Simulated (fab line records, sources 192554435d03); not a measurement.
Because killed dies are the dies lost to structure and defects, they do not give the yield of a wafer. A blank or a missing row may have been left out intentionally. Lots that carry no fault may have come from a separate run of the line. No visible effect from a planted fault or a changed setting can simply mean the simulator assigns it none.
A lot that was struck, set against a sound lot + flow n5 finfet + 42 out of 1938 route steps
Sound: the wafers L160.2, L160.3, L160.6. The struck wafers were L170.2, L170.3. The cause is named last.
Order at every step that has rows: each side's tool, ch and its chambers, its first start. Under that, the readings that differ: sound wafers + struck wafers + difference of the means + sigmas: that difference in standard deviations of wafers without a fault.
alike: readings whose means differ by less than 2 such deviations, and words and numbers that are the same on both sides. not compared: withheld readings, readings that some wafer has no value for, bounds like >300 that may hide the same value, and numbers for which the record gives no deviation and whose values overlap.
Wherever a step has rows on one side only, a row that says differs or no value, or a row with sigmas, the two part there. Non-overlapping numbers with no deviation appear without sigmas and do not part them. Lack of a reading on every wafer of one side parts them only where that side has two or more wafers.

first, 7 steps without rows for these wafers: N5_PMOS_HMC_CHANNEL_EPI_PRECLEAN_36 (cleans in O3/DIW, time 45 s); N5_PMOS_HMC_CHANNEL_EPI_PRECLEAN_18 (cleans in DHF, time 30 s); N5_PMOS_HMC_CHANNEL_EPI_SRD_19 (time 30 s); N5_PMOS_HMC_CHANNEL_EPI_EPI_20 (deposits SiGe30, target thk 59 nm); N5_PMOS_HMC_CHANNEL_EPI_HM_STRIP_35 (strips SiO2 in dHF, material SiO2, target depth 39.6 nm, time 216 s); N5_PMOS_HMC_CHANNEL_EPI_SRD_39 (time 30 s); N5_PMOS_HMC_CHANNEL_EPI_CMP_21 (polishes SiGe30, target thk 54 nm).
N5_PMOS_HMC_CHANNEL_EPI_THK_MEAS_22:
  sound: film metro-02 at day 2 13:28; struck: film metro-01 at day 5 01:58
  alike: HMC_CMP_THK
then, 4 steps without rows for these wafers: N5_PMOS_HMC_CHANNEL_EPI_PRECLEAN_40 (cleans in DHF, time 30 s); N5_PMOS_HMC_CHANNEL_EPI_PRECLEAN_37 (cleans in O3/DIW, time 45 s); N5_PMOS_HMC_CHANNEL_EPI_PRECLEAN_24 (cleans in DHF, time 30 s); N5_PMOS_HMC_CHANNEL_EPI_SRD_25 (time 30 s).
N5_PMOS_HMC_CHANNEL_EPI_EPI_26: deposits Si from SiH4/H2, target thk 3.8 nm, time 22.7 s.
  sound on epi rpcvd-01 ch 0, day 2 13:38; struck on epi rpcvd-01 ch 0, day 5 02:10
| reading                                             | sound           | struck      | difference | sigmas |
|-----------------------------------------------------|-----------------|-------------|------------|--------|
| model.Si_of_PMOS_HMC_CHANNEL_EPI_EPI_26.thk nm (nm) | 3.74 3.75 3.761 | 2.993 3.037 | -0.735     |        |
  alike: throttle valve pct
N5_PMOS_HMC_CHANNEL_EPI_INSPECT_30: inspects for defects (darkfield).
  sound: defect inspect-01 at day 2 13:57; struck: defect inspect-01 at day 5 02:41
  alike: raw defect count
then, 6 steps without rows for these wafers: N5_FIN_SAQP_PRECLEAN_42 (cleans in O3/DIW, time 60 s); N5_FIN_SAQP_PRECLEAN_00 (cleans in SC1, time 60 s); N5_FIN_SAQP_PRECLEAN_44 (cleans in SC2, time 45 s); N5_FIN_SAQP_SRD_01 (time 30 s); N5_FIN_SAQP_ALD_61 (deposits SiO2, target thk 4 nm, pulse time 1 s, purge time 2 s); N5_FIN_SAQP_DENSIFY_62 (time 60 s).
N5_FIN_SAQP_HM_DEP_03: deposits SiNx from SiH4/NH3/N2, target thk 38 nm, time 33.6 s.
  sound on pecvd-01 ch 1, day 2 14:38; struck on pecvd-04 ch 0,1, day 5 03:38
| reading                | sound          | struck    | difference | sigmas |
|------------------------|----------------|-----------|------------|--------|
| heater power w (W)     | 798 793 818    | 741 662   | -102       | -2     |
| throttle valve pct (%) | 45.5 45.6 45.7 | 41.1 37.6 | -6.2       | -3     |
  alike: showerhead plenum p Torr
N5_FIN_SAQP_THK_MEAS_05:
  sound: film metro-01 at day 2 14:45; struck: film metro-01 at day 5 03:43
  alike: thk nm
then, 1 step without rows for these wafers: N5_FIN_SAQP_PECVD_47 (deposits a-Si from SiH4/He, target thk 45 nm, time 36.3 s).
N5_FIN_SAQP_PECVD_48: deposits SiNx from SiH4/NH3/N2, target thk 25 nm, time 22.1 s.
  sound on pecvd-04 ch 0,1,2, day 2 14:50; struck on pecvd-01 ch 0,2, day 5 03:47
  alike: heater power w, showerhead plenum p Torr, throttle valve pct
then, 1 step without rows for these wafers: N5_FIN_SAQP_PECVD_06 (deposits a-Si from SiH4/He, target thk 60 nm, time 48.1 s).
N5_FIN_SAQP_THK_MEAS_07:
  sound: film metro-02 at day 2 14:58; struck: film metro-01 at day 5 03:55
  alike: thk nm
then, 9 steps without rows for these wafers: N5_FIN_SAQP_HM_DEP_72 (deposits SiO2 from SiH4/N2O, target thk 12 nm, time 7.2 s); N5_FIN_SAQP_COAT_49 (time 60 s, resist thk 100 nm); N5_FIN_SAQP_COAT_50 (time 60 s, resist thk 35 nm); N5_FIN_SAQP_COAT_10 (resist thk 90 nm); N5_FIN_SAQP_EBR_12; N5_FIN_SAQP_SOFTBAKE_11 (time 60 s); N5_FIN_SAQP_EXPOSE_13 (exposes mask FIN CORE, target cd 35.6 nm); N5_FIN_SAQP_PEB_14 (peb time 60 s); N5_FIN_SAQP_DEVELOP_15 (develop time 30 s).
N5_FIN_SAQP_CD_MEAS_16: the cd target is 35.6 nm.
  sound on cd sem-02 ch 0, day 2 15:28; struck on cd sem-03 ch 0, day 5 04:25
  alike: cd nm
N5_FIN_SAQP_OVL_MEAS_17:
  sound on overlay-02 ch 0, day 2 15:31; struck on overlay-02 ch 0, day 5 04:27
  alike: FIN_CORE_OVL
N5_FIN_SAQP_INSPECT_18: inspects for defects (brightfield).
  sound: defect inspect-02 at day 2 15:32; struck: defect inspect-01 at day 5 04:28
  alike: raw defect count
N5_FIN_SAQP_DESCUM_21: chemistry O2, time 7.9 s.
  sound on rie diel-03 ch 1,2,3, day 2 15:34; struck on rie diel-01 ch 0,3, day 5 04:31
  alike: drypump motor current A, oes product au, rf vpp V, showerhead plenum p Torr, throttle valve pct
  not compared: rf hours counter h
N5_FIN_SAQP_ETCH_51: etches SiARC in CF4, target depth 45.5 nm, time 75.8 s.
  sound on rie diel-03 ch 1,2,3, day 2 15:36; struck on rie diel-01 ch 0,3, day 5 04:32
  alike: drypump motor current A, etch rf on time s, oes product au, rf vpp V, showerhead plenum p Torr, throttle valve pct
  not compared: rf hours counter h
N5_FIN_SAQP_ETCH_52: etches SOC in N2/H2, target depth 100 nm, overetch 20 nm, time 150 s.
  sound on rie diel-03 ch 1,2,3, day 2 15:40; struck on rie diel-01 ch 0,3, day 5 04:36
  alike: drypump motor current A, oes product au, rf vpp V, showerhead plenum p Torr, throttle valve pct
  not compared: rf hours counter h
N5_STI_FIN_REVEAL_CLEAN_19: cleans in O3/DIW, time 120 s.
  sound on wet bench-06 ch 0,2,4, day 3 07:08; struck on wet bench-04 ch 4,6, day 5 19:48
| reading                                             | sound       | struck  | difference | sigmas |
|-----------------------------------------------------|-------------|---------|------------|--------|
| model.Si_of_PMOS_HMC_CHANNEL_EPI_EPI_26.thk nm (nm) | 2.4 2.4 2.4 | 1.6 1.6 | -0.8       |        |

## WHERE THEY PART
N5_FIN_SAQP_HM_DEP_03 only, going by this record. Later steps at which nothing parts them and some readings are alike: N5_FIN_SAQP_THK_MEAS_05, N5_FIN_SAQP_PECVD_48, N5_FIN_SAQP_THK_MEAS_07, N5_FIN_SAQP_CD_MEAS_16, N5_FIN_SAQP_OVL_MEAS_17, N5_FIN_SAQP_INSPECT_18, N5_FIN_SAQP_DESCUM_21, N5_FIN_SAQP_ETCH_51, N5_FIN_SAQP_ETCH_52.

WHY: the cause the simulator had injected
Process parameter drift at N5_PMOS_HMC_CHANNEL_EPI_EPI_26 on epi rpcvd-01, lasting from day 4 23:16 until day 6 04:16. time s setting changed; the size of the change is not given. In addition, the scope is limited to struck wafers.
